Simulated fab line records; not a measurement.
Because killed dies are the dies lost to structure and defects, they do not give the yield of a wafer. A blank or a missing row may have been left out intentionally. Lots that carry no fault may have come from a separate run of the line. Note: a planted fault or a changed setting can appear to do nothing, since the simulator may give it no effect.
A struck lot beside a sound one | flow nandHarc | 20 out of 1302 route steps
Sound: wafers L308.2, L308.4, L308.6. Struck: wafer L323.3 (left out: L323.1, L323.4 of the same lot, which were not struck); the cause appears at the end.
At each step with rows: each side's tool, then ch and its chambers, then its first start. Under that, the readings that differ: sound wafers | struck wafers | difference of the means | sigmas: that difference in standard deviations of wafers without a fault.
alike: same words and numbers on both sides, and readings whose means sit less than 2 such deviations apart. not compared: any withheld reading, any reading some wafer has no value for, any bound like >300 that may hide the same value, and any number with overlapping values for which the record gives no deviation.
Wherever a step has rows on one side only, a row that says differs or no value, or a row with sigmas, the two part there. Numbers that have no deviation but don't overlap get no sigmas and don't part them. A reading missing from all wafers of one side parts the sides only when that side holds two or more wafers.

first, 1 step without rows for these wafers: NHARC_A_BLC_SRD_27.
NHARC_A_BLC_INSPECT_28:
  sound on defectInspect-02 at day 23 19:27; struck on defectInspect-02 at day 30 20:01
reading        | sound       | struck | difference | sigmas
rawDefectCount | 318 365 327 | 642    | +305       | +2
then, 9 steps without rows for these wafers: NHARC_A_M0_DEP_00 (deposits SiOC, target thk 150 nm); NHARC_A_M0_DEHYDRATE_01 (time 120 s); NHARC_A_M0_HMDS_02 (time 30 s); NHARC_A_M0_COAT_33 (time 65 s); NHARC_A_M0_COAT_03 (resist thk 90 nm); NHARC_A_M0_SOFTBAKE_04 (time 55 s); NHARC_A_M0_EBR_05; NHARC_A_M0_EXPOSE_06 (exposes mask A M0, target cd 80 nm); NHARC_A_M0_PEB_07 (peb time 65 s).
NHARC_A_M0_DEVELOP_08: develop time 35 s.
  sound on lithoTrack-01 ch 0, day 23 20:00; struck on lithoTrack-06 ch 0, day 30 20:00
  alike: chillPlateTempC
NHARC_A_M0_CD_MEAS_09: target cd 80 nm.
  sound on cdSem-01 ch 0, day 23 20:21; struck on cdSem-03 ch 0, day 30 20:55
  alike: cdNm
NHARC_A_M0_OVL_MEAS_10: pitch 160 nm.
  sound on overlay-02 at day 23 20:26; struck on overlay-02 at day 30 21:01
reading         | sound       | struck | difference | sigmas
overlayYNm (nm) | 1.5 0.5 0.9 | -0.8   | -1.8       | -2
  alike: overlayXNm
NHARC_A_M0_INSPECT_11:
  sound on defectInspect-02 at day 23 20:28; struck on defectInspect-01 at day 30 21:03
  alike: rawDefectCount
NHARC_A_M0_DESCUM_14: chemistry O2, time 3 s.
  sound on rieDiel-09 ch 1,2,3, day 23 20:32; struck on rieDiel-02 ch 3, day 30 21:07
reading              | sound                | struck | difference | sigmas
throttleValvePct (%) | 11.308 11.299 11.291 | 11.322 | +0.023     | +2
model.A_M0.cdNm (nm) | 81.27 79.99 80.24    | 81.96  | +1.46      | 
  alike: drypumpMotorCurrentA, oesProductAu, rfVppV, showerheadPlenumPTorr
  not compared: rfHoursCounterH
NHARC_A_M0_ETCH_34: etches the open film in N2/H2, target depth 40 nm, overetch 12 nm, time 43.94 s.
  sound on rieDiel-09 ch 2,3, day 23 20:37; struck on rieDiel-02 ch 0, day 30 21:11
reading   | sound             | struck | difference | sigmas
biasW (W) | 150.4 150.8 151.2 | 149.7  | -1.1       | -2
  alike: drypumpMotorCurrentA, oesProductAu, rfFwdPowerW, rfVppV, showerheadPlenumPTorr, throttleValvePct
  not compared: rfHoursCounterH
NHARC_A_M0_ETCH_15: etches the open film in C4F8/Ar, target depth 150 nm, overetch 15 nm, time 82.5 s.
  sound on rieDiel-09 ch 0,1,3; struck on rieDiel-02 ch 1
reading              | sound             | struck | difference | sigmas
model.A_M0.cdNm (nm) | 81.39 80.08 80.53 | 81.74  | +1.07      | 
  alike: biasW, oesProductAu, rfFwdPowerW, rfVppV
  not compared: rfHoursCounterH
NHARC_A_M0_CD_MEAS_16:
  sound on cdSem-03 at day 23 20:50; struck on cdSem-03 at day 30 21:25
  alike: cdNm
NHARC_END_SORT_01:
  sound on prober-02 ch 0, day 25 12:20; struck on prober-01 ch 0, day 32 19:02
  alike: defectLimitedYield, killedAtArray, killedAtOther, killedAtPeriphery, killedDies, killedOpen, killedShort

## WHERE THEY PART
Earliest at NHARC_A_BLC_INSPECT_28; latest, in this record, at NHARC_A_M0_ETCH_34. Later steps at which nothing parts them and some readings are alike: NHARC_A_M0_ETCH_15, NHARC_A_M0_CD_MEAS_16, NHARC_END_SORT_01.

WHY: the cause the simulator had injected
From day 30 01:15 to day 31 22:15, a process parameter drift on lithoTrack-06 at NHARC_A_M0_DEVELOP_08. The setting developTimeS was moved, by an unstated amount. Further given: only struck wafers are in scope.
